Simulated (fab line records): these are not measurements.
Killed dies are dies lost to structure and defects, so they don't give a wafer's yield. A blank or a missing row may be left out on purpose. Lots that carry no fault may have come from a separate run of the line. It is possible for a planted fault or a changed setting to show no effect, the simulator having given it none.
Matching of chambers    flow nandHarc    rieDiel-13 running NHARC_A_STAIRCASE_DESCUM_252: 4 sister chambers
The step chemistry O2, time 3 s. 27 wafers are shown with their chamber, then 12 later ones without.

WAFERS WITH THEIR CHAMBER
wafer   chamber  showerheadPlenumPTorr (Torr)  drypumpMotorCurrentA (A)  oesProductAu (a.u.)
L082.3  3        2.06                          6.1                       0.986
L082.4  1        1.86                          6.0                       0.985
L082.5  1        1.86                          6.0                       0.972
L080.1  3        2.06                          6.1                       0.982
L080.2  0        1.81                          6.2                       0.999
L080.3  1        1.86                          6.0                       0.979
L081.1  1        1.86                          6.0                       0.979
L081.4  2        1.88                          5.0                       0.992
L081.5  3        2.06                          6.2                       0.998
L083.2  3        2.06                          6.1                       0.990
L083.3  0        1.81                          6.1                       1.015
L083.5  0        1.81                          6.2                       1.012
L084.1  0        1.81                          6.1                       1.015
L084.2  3        2.05                          6.2                       0.998
L084.6  1        1.86                          6.0                       0.982
L085.1  2        1.87                          5.0                       0.991
L085.2  3        2.05                          6.2                       1.005
L085.3  1        1.86                          6.0                       0.977
L087.1  3        2.05                          6.1                       1.001
L087.4  0        1.81                          6.2                       1.017
L087.6  2        1.87                          5.0                       0.989
L086.1  0        1.81                          6.2                       1.011
L086.2  1        1.86                          6.0                       0.979
L086.6  3        2.05                          6.1                       1.002
L088.1  0        1.81                          6.2                       1.016
L088.3  2        1.87                          5.0                       0.987
L088.5  1        1.86                          6.0                       0.982

SIGNATURES (averages over the wafers above)
reading                chamber 0  chamber 1  chamber 2  chamber 3  scatter within a chamber
showerheadPlenumPTorr  1.8100     1.8600     1.8725     2.0550     0.00346
drypumpMotorCurrentA   6.171      6.000      5.000      6.138      0.0379
oesProductAu           1.01214    0.97937    0.98975    0.99525    0.006
Rule: for a wafer and a chamber, the distance is found by dividing, reading by reading, the gap between the wafer's reading and the chamber's mean by the reading's scatter, squaring, summing and taking the root. The wafer belongs to the nearest chamber; if the next one is less than 2 further off, it can't be placed. The scatter: take each reading less its chamber's mean, square it, sum over the shown wafers, divide by the number of wafers less the number of chambers, and take the root.

WAFERS WITHOUT THEIR CHAMBER
wafer   showerheadPlenumPTorr (Torr)  drypumpMotorCurrentA (A)  oesProductAu (a.u.)
L093.2  2.05                          6.1                       0.994
L093.4  1.87                          5.0                       0.985
L093.5  2.05                          6.1                       0.993
L095.1  1.80                          6.2                       1.001
L095.3  1.86                          5.0                       0.971
L095.5  1.80                          6.2                       1.005
L097.1  1.80                          6.2                       1.003
L097.5  2.04                          6.2                       1.002
L097.6  1.86                          5.0                       0.988
L096.3  1.86                          5.0                       0.979
L096.5  1.86                          5.0                       0.976
L096.6  2.04                          6.1                       1.001

WHICH CHAMBER EACH WENT THROUGH
wafer   from the rows above  in truth
L093.2  3                    3
L093.4  2                    2
L093.5  3                    3
L095.1  0                    0
L095.3  2                    2
L095.5  0                    0
L097.1  0                    0
L097.5  3                    3
L097.6  2                    2
L096.3  2                    2
L096.5  2                    2
L096.6  3                    3
Correctly placed: 12 of 12. Number that these rows cannot place: 0. Wrongly placed: 0.
